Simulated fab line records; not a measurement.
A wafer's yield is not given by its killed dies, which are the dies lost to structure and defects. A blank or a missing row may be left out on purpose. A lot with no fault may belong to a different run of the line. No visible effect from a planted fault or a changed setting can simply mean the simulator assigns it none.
fab line records	flow nandHarc
record lots=24	wafers=72	lastDay=33
route steps=1302 shown P_M0@265 P_M1@307 P_M2@336
lots that met no fault: from a run of the same line without faults
startH: hours from the record's opening day to when the first of the lot's shown wafers began	waitH: hours from the lot's prior step to this one	" unchanged from the row above	L1.1+2: a single row standing in for several wafers	- either no value or no given start	* or withheld: withheld	< > ~ a bound
route shown NAME@n: NAME is a module with steps in the file, n the number in the route of the first one	usual: average and standard deviation across the fault-free wafers	same: alike in all rows	chamber/n: place in a boat	sites: each site's reading	_std_site: how widely they spread, as a standard deviation	_edge_site: outer sites' mean less inner sites'	radiusMm: how far each site lies from the wafer's centre	mask NAME#n: copy n	behind: the most recent tool/chamber to have shaped the wafer	hold: the reason the lot was held/the length of the hold in hours/how it ended	device: names the non-switching transistor (n, p or np)	end of line: the route-end tests of the same wafers	step lacking rows: just its recipe	killed: dies lost to structure and defects at the first sort, not the wafer's yield	map: the dies of a wafer, with x for killed, . for not killed, _ for no die there
set.NAME: the run value of the setting; set.NAME@STEP: its run value at that earlier step	model.NAME: the simulator's own value behind a step, which no gauge read
one table for each step of the route and one row for each wafer, over a sample of lots
services: a tool's chamber out of use, with start hour (startH, from the record's first day; less than 0 if before it), hours out, and reason
## steps
# step NHARC_P_M0_INSPECT_11
# usual rawDefectCount=4.5/2.6
lot.wafer	tool	chamber	startH	waitH	rawDefectCount
L074.1	defectInspect-01	-	130.99	0.0	3
L074.5	"	-	"	"	6
L074.6	"	-	"	"	5
L075.4	defectInspect-01	-	132.57	0.0	4
L075.5	"	-	"	"	2
L075.6	"	-	"	"	5
L076.1	defectInspect-02	-	146.03	0.0	2
L076.3	"	-	"	"	3
L076.4	"	-	"	"	1
L077.3	defectInspect-01	-	151.60	0.0	5
L077.5	"	-	"	"	5
L077.6	"	-	"	"	2
L078.1	defectInspect-01	-	162.54	0.0	3
L078.4	"	-	"	"	4
L078.5	"	-	"	"	2
L079.3	defectInspect-02	-	176.03	0.0	3
L079.4	"	-	"	"	3
L079.6	"	-	"	"	8
L080.1	defectInspect-02	-	176.81	0.0	2
L080.5	"	-	"	"	1
L080.6	"	-	"	"	5
L081.1	defectInspect-01	-	189.01	0.0	3
L081.2	"	-	"	"	0
L081.5	"	-	"	"	4
L082.1	defectInspect-02	-	201.91	0.0	4
L082.3	"	-	"	"	5
L082.6	"	-	"	"	5
L083.1	defectInspect-02	-	214.43	0.0	4
L083.3	"	-	"	"	4
L083.4	"	-	"	"	8
L084.1	defectInspect-02	-	221.15	0.0	7
L084.2	"	-	"	"	10
L084.3	"	-	"	"	9
L085.3	defectInspect-02	-	231.03	0.0	8
L085.5	"	-	"	"	8
L085.6	"	-	"	"	9
L086.2	defectInspect-02	-	239.34	0.0	3
L086.5	"	-	"	"	6
L086.6	"	-	"	"	6
L087.3	defectInspect-02	-	249.58	0.0	11
L087.4	"	-	"	"	12
L087.5	"	-	"	"	14
L088.2	defectInspect-01	-	265.89	0.0	2
L088.5	"	-	"	"	6
L088.6	"	-	"	"	2
L089.1	defectInspect-01	-	269.53	0.0	5
L089.2	"	-	"	"	0
L089.4	"	-	"	"	0
L090.1	defectInspect-02	-	281.95	0.0	2
L090.2	"	-	"	"	3
L090.4	"	-	"	"	10
L091.2	defectInspect-02	-	291.02	0.0	6
L091.3	"	-	"	"	6
L091.4	"	-	"	"	1
L092.1	defectInspect-01	-	303.08	0.0	2
L092.3	"	-	"	"	3
L092.6	"	-	"	"	3
L093.4	defectInspect-02	-	307.45	0.0	5
L093.5	"	-	"	"	3
L093.6	"	-	"	"	6
L094.1	defectInspect-02	-	326.21	0.0	7
L094.2	"	-	"	"	4
L094.4	"	-	"	"	2
L095.1	defectInspect-01	-	326.68	0.0	3
L095.3	"	-	"	"	3
L095.4	"	-	"	"	4
L096.1	defectInspect-01	-	347.75	0.0	4
L096.3	"	-	"	"	8
L096.5	"	-	"	"	1
L097.3	defectInspect-02	-	355.68	0.0	6
L097.4	"	-	"	"	5
L097.5	"	-	"	"	2
# step NHARC_P_M0_CD_MEAS_16
# usual cdNm=90.0/0.9
lot.wafer	tool	chamber	startH	waitH	cdNm
L074.1	cdSem-01	-	131.35	-	89.3
L074.5	"	-	"	"	89.5
L074.6	"	-	"	"	90.7
L075.4	cdSem-01	-	132.93	-	90.7
L075.5	"	-	"	"	90.4
L075.6	"	-	"	"	90.3
L076.1	cdSem-02	-	146.39	-	88.7
L076.3	"	-	"	"	89.5
L076.4	"	-	"	"	90.9
L077.3	cdSem-02	-	151.96	-	90.5
L077.5	"	-	"	"	89.0
L077.6	"	-	"	"	90.2
L078.1	cdSem-02	-	162.90	-	89.5
L078.4	"	-	"	"	90.4
L078.5	"	-	"	"	89.3
L079.3	cdSem-01	-	176.40	-	89.7
L079.4	"	-	"	"	90.6
L079.6	"	-	"	"	88.6
L080.1	cdSem-01	-	177.17	-	91.0
L080.5	"	-	"	"	91.7
L080.6	"	-	"	"	91.4
L081.1	cdSem-01	-	189.37	-	91.2
L081.2	"	-	"	"	90.3
L081.5	"	-	"	"	90.3
L082.1	cdSem-03	-	202.27	-	88.4
L082.3	"	-	"	"	90.1
L082.6	"	-	"	"	89.6
L083.1	cdSem-01	-	214.79	-	88.6
L083.3	"	-	"	"	90.1
L083.4	"	-	"	"	89.6
L084.1	cdSem-02	-	221.51	-	89.8
L084.2	"	-	"	"	87.3
L084.3	"	-	"	"	88.6
L085.3	cdSem-02	-	231.39	-	90.5
L085.5	"	-	"	"	91.3
L085.6	"	-	"	"	90.2
L086.2	cdSem-03	-	239.71	-	90.6
L086.5	"	-	"	"	88.9
L086.6	"	-	"	"	89.7
L087.3	cdSem-02	-	249.98	-	89.9
L087.4	"	-	"	"	89.6
L087.5	"	-	"	"	89.0
L088.2	cdSem-03	-	266.26	-	89.9
L088.5	"	-	"	"	90.5
L088.6	"	-	"	"	88.7
L089.1	cdSem-01	-	269.89	-	89.2
L089.2	"	-	"	"	89.7
L089.4	"	-	"	"	89.3
L090.1	cdSem-01	-	282.31	-	89.6
L090.2	"	-	"	"	89.8
L090.4	"	-	"	"	89.7
L091.2	cdSem-03	-	292.42	-	89.8
L091.3	"	-	"	"	90.9
L091.4	"	-	"	"	90.7
L092.1	cdSem-01	-	303.60	-	91.2
L092.3	"	-	"	"	89.7
L092.6	"	-	"	"	91.5
L093.4	cdSem-02	-	307.81	-	89.6
L093.5	"	-	"	"	92.0
L093.6	"	-	"	"	90.8
L094.1	cdSem-02	-	326.57	-	89.9
L094.2	"	-	"	"	90.2
L094.4	"	-	"	"	90.3
L095.1	cdSem-02	-	327.37	-	90.6
L095.3	"	-	"	"	89.7
L095.4	"	-	"	"	90.5
L096.1	cdSem-01	-	348.11	-	89.8
L096.3	"	-	"	"	91.2
L096.5	"	-	"	"	91.8
L097.3	cdSem-03	-	356.04	-	90.1
L097.4	"	-	"	"	90.8
L097.5	"	-	"	"	90.4
# step NHARC_P_M1_PVD_20
# recipe targetThkA=50	biasV=168.6	powerW=15000	chamberPressurePa=0.12	timeS=8.06	substrateTempC=50	material=TaN
# usual throttleValvePct=30.1/0.64
lot.wafer	tool	chamber	startH	waitH	throttleValvePct
L074.1	pvdSputter-01	-	-	-	29.0
L074.6	"	-	"	"	29.7
L074.5	"	-	"	"	31.5
L075.4	pvdSputter-02	-	-	-	30.0
L075.6	"	-	"	"	30.5
L075.5	"	-	"	"	30.0
L076.1	pvdSputter-01	-	-	-	30.8
L076.3	"	-	"	"	29.2
L076.4	"	-	"	"	29.7
L077.3	pvdSputter-01	-	-	-	29.2
L077.5	"	-	"	"	29.9
L077.6	"	-	"	"	31.1
L078.4	pvdSputter-02	-	-	-	30.8
L078.1	"	-	"	"	30.0
L078.5	"	-	"	"	30.3
L079.3	pvdSputter-01	-	-	-	29.2
L079.4	"	-	"	"	29.7
L079.6	"	-	"	"	29.3
L080.1	pvdSputter-02	-	-	-	30.1
L080.5	"	-	"	"	30.1
L080.6	"	-	"	"	30.2
L081.2	pvdSputter-01	-	-	-	29.8
L081.1	"	-	"	"	31.2
L081.5	"	-	"	"	29.4
L082.1	pvdSputter-02	-	-	-	30.3
L082.3	"	-	"	"	29.9
L082.6	"	-	"	"	30.1
L083.1	pvdSputter-01	-	-	-	29.2
L083.4	"	-	"	"	29.8
L083.3	"	-	"	"	31.2
L084.3	pvdSputter-03	-	-	-	30.8
L084.2	"	-	"	"	31.1
L084.1	"	-	"	"	28.7
L085.3	pvdSputter-01	-	-	-	30.5
L085.5	"	-	"	"	30.7
L085.6	"	-	"	"	30.5
L086.2	pvdSputter-02	-	-	-	30.4
L086.5	"	-	"	"	30.0
L086.6	"	-	"	"	29.9
L087.4	pvdSputter-02	-	-	-	30.3
L087.3	"	-	"	"	30.3
L087.5	"	-	"	"	30.3
L088.2	pvdSputter-02	-	-	-	30.7
L088.6	"	-	"	"	30.0
L088.5	"	-	"	"	29.9
L089.1	pvdSputter-03	-	-	-	28.8
L089.2	"	-	"	"	30.0
L089.4	"	-	"	"	31.3
L090.2	pvdSputter-01	-	-	-	30.2
L090.4	"	-	"	"	30.6
L090.1	"	-	"	"	30.4
L091.3	pvdSputter-02	-	-	-	29.7
L091.4	"	-	"	"	30.4
L091.2	"	-	"	"	29.7
L092.3	pvdSputter-03	-	-	-	31.3
L092.1	"	-	"	"	28.9
L092.6	"	-	"	"	29.1
L093.4	pvdSputter-03	-	-	-	31.2
L093.5	"	-	"	"	29.0
L093.6	"	-	"	"	30.1
L094.2	pvdSputter-02	-	-	-	30.8
L094.4	"	-	"	"	29.7
L094.1	"	-	"	"	29.6
L095.1	pvdSputter-01	-	-	-	30.3
L095.3	"	-	"	"	29.7
L095.4	"	-	"	"	30.5
L096.3	pvdSputter-02	-	-	-	29.6
L096.1	"	-	"	"	30.5
L096.5	"	-	"	"	30.6
L097.3	pvdSputter-01	-	-	-	30.6
L097.4	"	-	"	"	30.5
L097.5	"	-	"	"	30.7
# step NHARC_P_M1_PVD_21
# recipe targetThkA=300	chamberPressurePa=5	powerW=5000	substrateTempC=30	timeS=20.49	material=Cu
# usual throttleValvePct=30.1/0.64
lot.wafer	tool	chamber	startH	waitH	throttleValvePct
L074.1	pvdSputter-01	-	-	-	29.3
L074.5	"	-	"	"	29.3
L074.6	"	-	"	"	29.0
L075.4	pvdSputter-02	-	-	-	30.6
L075.6	"	-	"	"	30.5
L075.5	"	-	"	"	30.6
L076.3	pvdSputter-01	-	-	-	29.0
L076.4	"	-	"	"	29.9
L076.1	"	-	"	"	31.2
L077.3	pvdSputter-01	-	-	-	29.1
L077.6	"	-	"	"	29.9
L077.5	"	-	"	"	31.2
L078.1	pvdSputter-02	-	-	-	30.5
L078.4	"	-	"	"	30.0
L078.5	"	-	"	"	30.2
L079.4	pvdSputter-01	-	-	-	29.7
L079.3	"	-	"	"	29.2
L079.6	"	-	"	"	29.8
L080.1	pvdSputter-02	-	-	-	29.8
L080.5	"	-	"	"	30.3
L080.6	"	-	"	"	30.2
L081.1	pvdSputter-01	-	-	-	29.6
L081.2	"	-	"	"	29.2
L081.5	"	-	"	"	30.9
L082.1	pvdSputter-02	-	-	-	30.2
L082.3	"	-	"	"	30.7
L082.6	"	-	"	"	30.3
L083.4	pvdSputter-01	-	-	-	29.8
L083.3	"	-	"	"	31.1
L083.1	"	-	"	"	28.8
L084.1	pvdSputter-03	-	-	-	30.1
L084.3	"	-	"	"	30.9
L084.2	"	-	"	"	31.2
L085.3	pvdSputter-01	-	-	-	30.0
L085.6	"	-	"	"	29.4
L085.5	"	-	"	"	30.5
L086.2	pvdSputter-02	-	-	-	30.3
L086.5	"	-	"	"	30.2
L086.6	"	-	"	"	30.5
L087.4	pvdSputter-02	-	-	-	30.2
L087.3	"	-	"	"	30.4
L087.5	"	-	"	"	30.1
L088.2	pvdSputter-02	-	-	-	30.4
L088.6	"	-	"	"	30.2
L088.5	"	-	"	"	30.4
L089.4	pvdSputter-03	-	-	-	30.0
L089.1	"	-	"	"	30.8
L089.2	"	-	"	"	31.1
L090.2	pvdSputter-01	-	-	-	30.0
L090.4	"	-	"	"	29.4
L090.1	"	-	"	"	30.3
L091.2	pvdSputter-02	-	-	-	30.8
L091.3	"	-	"	"	30.6
L091.4	"	-	"	"	29.7
L092.1	pvdSputter-03	-	-	-	28.8
L092.3	"	-	"	"	31.1
L092.6	"	-	"	"	30.0
L093.4	pvdSputter-03	-	-	-	29.8
L093.6	"	-	"	"	31.0
L093.5	"	-	"	"	29.0
L094.2	pvdSputter-02	-	-	-	30.8
L094.4	"	-	"	"	30.6
L094.1	"	-	"	"	29.4
L095.4	pvdSputter-01	-	-	-	30.6
L095.1	"	-	"	"	29.3
L095.3	"	-	"	"	30.6
L096.3	pvdSputter-02	-	-	-	30.8
L096.1	"	-	"	"	30.0
L096.5	"	-	"	"	29.5
L097.3	pvdSputter-01	-	-	-	30.0
L097.4	"	-	"	"	30.6
L097.5	"	-	"	"	29.2
# step NHARC_P_M2_ETCH_28
# recipe targetDepthA=300	overEtchFrac=0.3	timeS=72.99	ionEnergyEv=150	cf4FlowSccm=50	n2FlowSccm=100	arFlowSccm=150	rfW=300	biasW=100	chemistry=CF4/N2
# usual drypumpMotorCurrentA=5.8/0.47	oesProductAu=1.000/0.011	rfFwdPowerW=298.0/0.93	rfVppV=313.4/1.5	showerheadPlenumPTorr=2.57/0.071	throttleValvePct=19.793/0.0099
lot.wafer	tool	chamber	startH	waitH	drypumpMotorCurrentA	oesProductAu	rfFwdPowerW	rfHoursCounterH	rfVppV	showerheadPlenumPTorr	throttleValvePct
L074.1	rieDiel-02	0	-	-	5.6	0.995	298.6	5.3	315.8	2.69	19.802
L074.5	"	1	"	"	6.1	0.998	296.7	-	312.6	2.60	19.798
L074.6	"	2	"	"	6.7	0.999	298.3	-	315.3	2.65	19.818
L075.4	rieDiel-13	2	-	-	5.2	0.998	297.7	6.4	314.4	2.57	19.771
L075.5	"	0	"	"	5.6	1.011	297.4	-	312.3	2.47	19.786
L075.6	"	1	"	"	6.3	1.000	297.8	-	313.8	2.52	19.784
L076.4	rieDiel-13	3	-	-	5.6	1.008	297.2	6.1	314.6	2.66	19.780
L076.1	"	0	"	"	5.5	1.006	297.1	7.0	312.0	2.47	19.797
L076.3	"	2	"	"	5.2	1.014	298.8	6.7	313.5	2.57	19.779
L077.3	rieDiel-02	3	-	-	5.9	1.008	297.0	6.7	312.4	2.55	19.803
L077.6	"	2	"	"	6.7	1.005	299.0	-	314.8	2.65	19.797
L077.5	"	3	"	"	5.9	1.007	298.8	-	313.0	2.55	19.795
L078.4	rieDiel-12	2	-	-	5.6	1.008	297.2	4.0	313.9	2.56	19.795
L078.1	"	0	"	"	5.3	1.011	299.8	4.1	314.7	2.66	19.784
L078.5	"	2	"	"	5.6	1.007	297.2	-	313.4	2.56	19.783
L079.3	rieDiel-12	2	-	-	5.6	1.003	299.4	4.2	313.8	2.56	19.786
L079.4	"	3	"	"	5.2	1.008	298.6	3.7	311.7	2.48	19.797
L079.6	"	2	"	"	5.6	1.016	298.6	-	313.2	2.56	19.798
L080.1	rieDiel-02	2	-	-	6.7	1.000	298.9	7.4	315.3	2.65	19.794
L080.5	"	1	"	"	6.1	1.008	297.4	-	313.1	2.60	19.794
L080.6	"	2	"	"	6.7	1.002	298.6	-	315.8	2.65	19.804
L081.1	rieDiel-02	3	-	-	5.9	1.016	297.2	8.8	312.9	2.55	19.797
L081.2	"	0	"	"	5.6	1.005	298.0	9.2	316.4	2.69	19.792
L081.5	"	3	"	"	5.9	1.012	296.0	-	313.4	2.55	19.805
L082.1	rieDiel-12	3	-	-	5.2	1.003	298.0	5.1	309.4	2.48	19.788
L082.3	"	1	"	"	5.6	1.000	298.9	7.2	313.1	2.58	19.785
L082.6	"	3	"	"	5.2	1.004	298.1	-	312.1	2.48	19.798
L083.4	rieDiel-13	1	-	-	6.3	1.004	297.6	2.3	312.2	2.51	19.795
L083.1	"	3	"	"	5.6	1.007	297.2	1.7	315.3	2.66	19.789
L083.3	"	0	"	"	5.5	0.983	297.8	2.1	313.4	2.47	19.785
L084.1	rieDiel-13	0	-	-	5.5	0.981	297.6	2.9	311.7	2.47	19.784
L084.3	"	1	"	"	6.4	1.000	296.5	3.0	313.2	2.52	19.799
L084.2	"	3	"	"	5.6	1.014	296.7	2.4	314.4	2.66	19.810
L085.3	rieDiel-02	2	-	-	6.7	0.992	299.1	0.3	315.1	2.65	19.772
L085.6	"	2	"	"	6.7	0.997	298.5	-	315.1	2.65	19.794
L085.5	"	3	"	"	5.9	1.008	298.0	-	313.4	2.55	19.797
L086.2	rieDiel-13	3	-	-	5.6	1.001	296.2	3.3	314.7	2.66	19.793
L086.6	"	3	"	"	5.6	1.003	296.4	-	314.0	2.66	19.785
L086.5	"	0	"	"	5.5	0.995	298.3	-	312.1	2.47	19.785
L087.4	rieDiel-12	0	-	-	5.3	1.002	298.2	10.0	314.7	2.66	19.794
L087.3	"	1	"	"	5.6	1.005	300.1	11.2	313.1	2.58	19.787
L087.5	"	0	"	"	5.3	1.005	297.9	-	315.6	2.66	19.801
L088.2	rieDiel-13	0	-	-	5.6	0.982	297.5	4.5	310.9	2.47	19.773
L088.5	"	2	"	"	5.2	0.979	298.9	-	311.8	2.57	19.780
L088.6	"	3	"	"	5.6	1.000	297.1	-	315.6	2.66	19.796
L089.1	rieDiel-13	2	-	-	5.2	0.975	297.4	4.7	314.5	2.57	19.785
L089.4	"	3	"	"	5.6	1.003	296.4	4.0	316.1	2.66	19.800
L089.2	"	0	"	"	5.5	0.993	298.0	4.7	311.7	2.47	19.794
L090.1	rieDiel-13	1	-	-	6.4	1.001	298.8	5.8	312.9	2.51	19.781
L090.2	"	2	"	"	5.2	0.988	299.2	5.6	313.4	2.57	19.797
L090.4	"	3	"	"	5.6	0.993	298.0	4.8	314.8	2.66	19.817
L091.4	rieDiel-13	1	-	-	6.3	1.002	299.8	6.4	313.1	2.51	19.790
L091.2	"	2	"	"	5.2	0.968	297.7	6.1	313.3	2.57	19.791
L091.3	"	3	"	"	5.6	0.995	297.6	5.4	315.5	2.66	19.791
L092.3	rieDiel-02	1	-	-	6.0	1.016	296.7	4.4	313.8	2.60	19.793
L092.1	"	3	"	"	5.9	1.000	296.4	5.2	312.4	2.54	19.802
L092.6	"	2	"	"	6.7	0.997	296.6	-	315.6	2.65	19.776
L093.4	rieDiel-13	0	-	-	5.5	0.991	297.1	6.4	313.6	2.47	19.787
L093.6	"	1	"	"	6.4	1.011	297.4	-	313.3	2.51	19.802
L093.5	"	2	"	"	5.2	0.982	299.1	-	313.8	2.57	19.799
L094.4	rieDiel-13	1	-	-	6.3	0.997	297.5	7.6	311.3	2.51	19.776
L094.1	"	3	"	"	5.6	0.996	298.6	6.5	314.8	2.66	19.795
L094.2	"	0	"	"	5.6	0.991	297.9	7.0	311.3	2.47	19.800
L095.1	rieDiel-02	0	-	-	5.6	0.978	298.5	5.6	314.3	2.69	19.794
L095.3	"	1	"	"	6.0	1.015	298.0	5.2	315.7	2.60	19.801
L095.4	"	2	"	"	6.7	0.993	298.6	5.6	316.1	2.65	19.791
L096.1	rieDiel-12	2	-	-	5.6	1.000	298.3	5.4	312.1	2.55	19.797
L096.3	"	1	"	"	5.7	1.008	297.2	5.3	313.9	2.58	19.817
L096.5	"	2	"	"	5.5	1.008	297.0	-	312.8	2.55	19.786
L097.3	rieDiel-12	0	-	-	5.3	1.003	297.8	6.7	314.9	2.66	19.805
L097.4	"	2	"	"	5.5	1.015	297.8	6.2	312.2	2.55	19.813
L097.5	"	0	"	"	5.3	1.005	298.0	-	315.2	2.66	19.792
# step NHARC_P_M2_CMP_23
# recipe tOverpolishS=20	targetThkNm=144.3
# usual motorCurrentA=11.9/1.2	retainingRingPressureFrac=1.000/0.0052	timeToEndpointS=28.1/2.6
lot.wafer	tool	chamber	startH	waitH	motorCurrentA	retainingRingPressureFrac	timeToEndpointS
L074.1	cmp-02	2	141.40	-	12.2	0.987	29.9
L074.6	"	3	"	"	13.4	0.993	30.4
L074.5	"	0	"	"	10.8	0.997	26.6
L075.4	cmp-04	0	142.93	-	11.8	1.005	29.1
L075.6	"	2	"	"	11.2	1.008	30.1
L075.5	"	3	"	"	12.2	1.005	26.0
L076.1	cmp-04	1	156.70	-	13.0	1.002	28.7
L076.4	"	2	"	"	11.9	1.004	34.3
L076.3	"	3	"	"	12.4	0.996	29.1
L077.3	cmp-02	1	162.19	-	14.2	1.011	25.4
L077.5	"	2	"	"	12.3	1.003	31.0
L077.6	"	3	"	"	13.3	1.010	31.7
L078.4	cmp-02	0	172.98	-	11.1	1.011	27.6
L078.1	"	2	"	"	11.5	0.999	30.5
L078.5	"	3	"	"	12.5	1.002	30.1
L079.4	cmp-04	2	186.31	-	11.8	0.994	29.4
L079.3	"	3	"	"	11.7	1.003	28.4
L079.6	"	2	"	"	12.5	0.988	28.0
L080.1	cmp-02	3	187.18	-	12.6	1.001	30.3
L080.5	"	3	"	"	13.5	0.995	30.6
L080.6	"	0	"	"	11.0	1.002	28.1
L081.1	cmp-01	1	199.55	-	11.5	0.997	27.2
L081.2	"	2	"	"	10.9	1.000	26.4
L081.5	"	1	"	"	11.4	1.005	27.6
L082.3	cmp-01	2	212.72	-	9.8	1.009	24.0
L082.1	"	1	"	"	11.4	1.004	24.4
L082.6	"	3	"	"	11.2	0.999	24.6
L083.1	cmp-02	0	225.09	-	11.0	1.004	22.5
L083.4	"	1	"	"	13.8	0.999	22.2
L083.3	"	2	"	"	12.3	1.002	27.9
L084.1	cmp-02	2	231.47	-	11.5	1.000	29.4
L084.2	"	0	"	"	10.6	0.995	27.1
L084.3	"	1	"	"	13.5	1.006	23.7
L085.3	cmp-02	2	241.64	-	11.9	1.004	30.0
L085.6	"	1	"	"	13.6	0.999	23.5
L085.5	"	2	"	"	11.7	1.002	31.5
L086.2	cmp-01	3	249.92	-	11.0	0.996	28.1
L086.6	"	0	"	"	13.2	1.004	30.9
L086.5	"	1	"	"	11.7	1.005	27.7
L087.3	cmp-01	1	260.05	-	12.0	0.999	29.0
L087.4	"	0	"	"	13.6	1.002	31.2
L087.5	"	2	"	"	10.0	0.999	26.4
L088.2	cmp-01	3	276.74	-	10.9	0.986	28.9
L088.6	"	2	"	"	10.7	0.996	23.5
L088.5	"	3	"	"	11.2	0.986	27.3
L089.4	cmp-01	1	280.24	-	12.1	1.000	30.0
L089.2	"	2	"	"	10.0	0.999	29.0
L089.1	"	0	"	"	13.9	1.004	31.5
L090.4	cmp-01	2	292.53	-	10.5	1.002	30.0
L090.1	"	3	"	"	11.2	0.990	29.2
L090.2	"	0	"	"	13.0	0.997	32.5
L091.3	cmp-04	1	302.50	-	13.2	1.009	25.9
L091.2	"	2	"	"	12.3	1.007	33.5
L091.4	"	0	"	"	11.8	0.998	29.9
L092.1	cmp-01	3	313.86	-	10.2	0.994	24.4
L092.3	"	0	"	"	13.6	1.007	29.0
L092.6	"	3	"	"	11.1	1.002	26.2
L093.4	cmp-01	1	318.12	-	11.7	0.998	30.3
L093.6	"	2	"	"	10.3	0.996	25.2
L093.5	"	3	"	"	10.9	0.999	26.0
L094.4	cmp-02	3	336.63	-	13.1	1.003	29.4
L094.2	"	1	"	"	13.7	1.014	23.1
L094.1	"	2	"	"	12.1	0.994	30.0
L095.3	cmp-01	3	337.70	-	11.3	1.003	26.1
L095.4	"	1	"	"	11.5	0.997	29.1
L095.1	"	2	"	"	10.3	0.994	24.3
L096.1	cmp-02	1	358.23	-	14.2	1.008	27.8
L096.3	"	3	"	"	13.7	1.003	33.1
L096.5	"	1	"	"	13.4	0.999	24.7
L097.4	cmp-01	1	366.00	-	11.7	1.004	25.5
L097.3	"	2	"	"	10.5	1.002	28.9
L097.5	"	0	"	"	13.8	1.003	30.4
## services
tool	chamber	startH	hours	kind
cmp-01	-	112.50	0.5	repair
cmp-02	-	134.51	4.0	pm
cmp-01	-	145.69	3.4	repair
cmp-02	-	153.67	2.4	repair
rieDiel-13	-	165.00	9.0	pm
cmp-01	-	172.96	0.9	repair
cmp-01	-	185.50	4.0	pm
cmp-01	-	207.34	1.5	repair
cmp-01	-	209.69	0.8	repair
pvdSputter-01	-	226.00	10.0	pm
cmp-02	-	232.51	4.0	pm
pvdSputter-02	-	235.94	1.2	repair
rieDiel-13	3	249.14	13.6	repair
cmp-01	-	255.50	0.7	repair
cmp-01	-	258.23	1.7	repair
rieDiel-13	1	258.48	1.5	repair
cmp-01	-	281.78	1.7	repair
pvdSputter-02	-	282.00	10.0	pm
cmp-01	-	283.50	4.0	pm
cmp-01	-	288.74	2.2	repair
cmp-01	-	292.90	11.4	repair
pvdSputter-01	-	293.84	4.3	repair
pvdSputter-01	-	301.41	1.6	repair
rieDiel-13	-	342.00	9.0	pm
## key
fault none
